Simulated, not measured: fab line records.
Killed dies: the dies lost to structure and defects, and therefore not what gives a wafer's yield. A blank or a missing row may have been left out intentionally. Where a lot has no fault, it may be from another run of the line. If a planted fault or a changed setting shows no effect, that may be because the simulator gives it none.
8D (eight disciplines) problem report, filled in by code | flow n5 finfet | the parts of the form that need people (team, actions taken, sign-off) are left out

1. WHAT IS WRONG
raw defect count at N5_BEOL_M3_INSPECT_59 reads a mean of 383 on 6 wafers of 2 lots; wafers without a fault read 72 with a standard deviation of 22. That puts it +14 standard deviations away from the usual mean.
The step: inspects for defects (darkfield).
Seen first at day 10 06:31 on defect inspect-02, wafer L335.1. The record holds 27 wafers of 9 lots with a number at this step. The rule behind "out" and "out of limits": a value lying over 4 standard deviations away from the usual mean. Any other wafer with a number is counted as sound.

2. WHAT IT IS, AND WHAT IT ISN'T
question                    | is                                   | is not
which readings at this step | raw defect count                     | -
which lots                  | L334, L335                           | L326, L327, L332, L336, L340, L341, L347
which wafers of those lots  | all that have a number               | -
read on which gauges        | defect inspect-01, defect inspect-02 | -
when                        | from day 10 06:31                    | up to then (12 sound wafers); but 9 sound wafers of L340, L341, L347 came after

3. WHAT RULES OUT EACH SUSPECT
Counting: a tool at any process step up to the reading remains a suspect when it ran all the lots that are out and ran no sound lot after the first of those.
- ruled out: the gauge at N5_BEOL_M3_INSPECT_59. 2 gauges (defect inspect-01, defect inspect-02) read the wafers that are out.
- cmp-01 at N5_BEOL_M3_CMP_52 (polishes, stops on SiOC, t overpolish 6.8 s, target thk 40 nm): kept. Every lot that is out went through it, starting with L335 (day 10 05:55), and after that it ran no sound lot; the last sound lot it ran before then is L336 (day 10 02:35).
After counting, what remains is cmp-01 at N5_BEOL_M3_CMP_52.

4. THE CAUSE (what the simulator had put in)
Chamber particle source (cmp-01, N5_BEOL_M3_CMP_52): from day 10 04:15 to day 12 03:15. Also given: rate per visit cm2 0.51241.
The count eliminated every tool but this one.

5. SEQUENCE OF EFFECTS, ordered by route
One row per reading whose mean, taken over the struck wafers that have a number, lies over 3 standard deviations from the usual. Readings are gone through only where the record gives a usual standard deviation; hours: the median, over the lots, of the time from a lot's start at the first step in this table giving one to that lot's start at this step; sigmas: the change measured in usual standard deviations.
hours | step                    | reading              | usual  | on struck wafers | change | sigmas
0     | N5_BEOL_M3_INSPECT_59   | raw defect count     | 72     | 383              | +311   | +14
2     | N5_BEOL_M4_INSPECT_13   | raw defect count     | 422    | 752              | +330   | +3.3
113   | N5_PASSIVATION_PROBE_49 | defect limited yield | 91.2 % | 69.8             | -21.4  | -14
113   | N5_PASSIVATION_PROBE_49 | killed_at_M0_to_M3   | 35     | 294              | +258   | +24
113   | N5_PASSIVATION_PROBE_49 | killed dies          | 104    | 356              | +252   | +14
113   | N5_PASSIVATION_PROBE_49 | killed on rim        | 14     | 45               | +31    | +8.1
113   | N5_PASSIVATION_PROBE_49 | sort_bin_5_function  | 5.2 %  | 18.0             | +12.8  | +13
113   | N5_PASSIVATION_PROBE_49 | sort_bin_6_memory    | 3.3 %  | 10.8             | +7.5   | +11
113   | N5_PASSIVATION_PROBE_49 | sort n pass          | 1076   | 824              | -252   | -14
113   | N5_PASSIVATION_PROBE_49 | sort yield pct       | 91.2 % | 69.8             | -21.4  | -14
Its process steps:
- N5_PASSIVATION_PROBE_49
Later steps that measure or inspect, where all struck wafers having a row at the step show a number for every such reading and not one has moved that far: N5_BEOL_M4_RC_MEAS_101.

6. HOW IT WOULD HAVE BEEN CAUGHT EARLIER
In this record the first reading out of limits at a measuring or inspecting step was taken at day 10 06:31, 2 hours after the fault began at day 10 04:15.
Of the tool readings at N5_BEOL_M3_CMP_52 for which the record gives a usual standard deviation, none was out on any struck wafer, so an alarm limit of 4 standard deviations on them would not have fired.
Lots out: 2; of these, L334 started N5_BEOL_M3_CMP_52 on cmp-01 after day 10 06:31. It would have been spared by a hold on the tool at that moment.
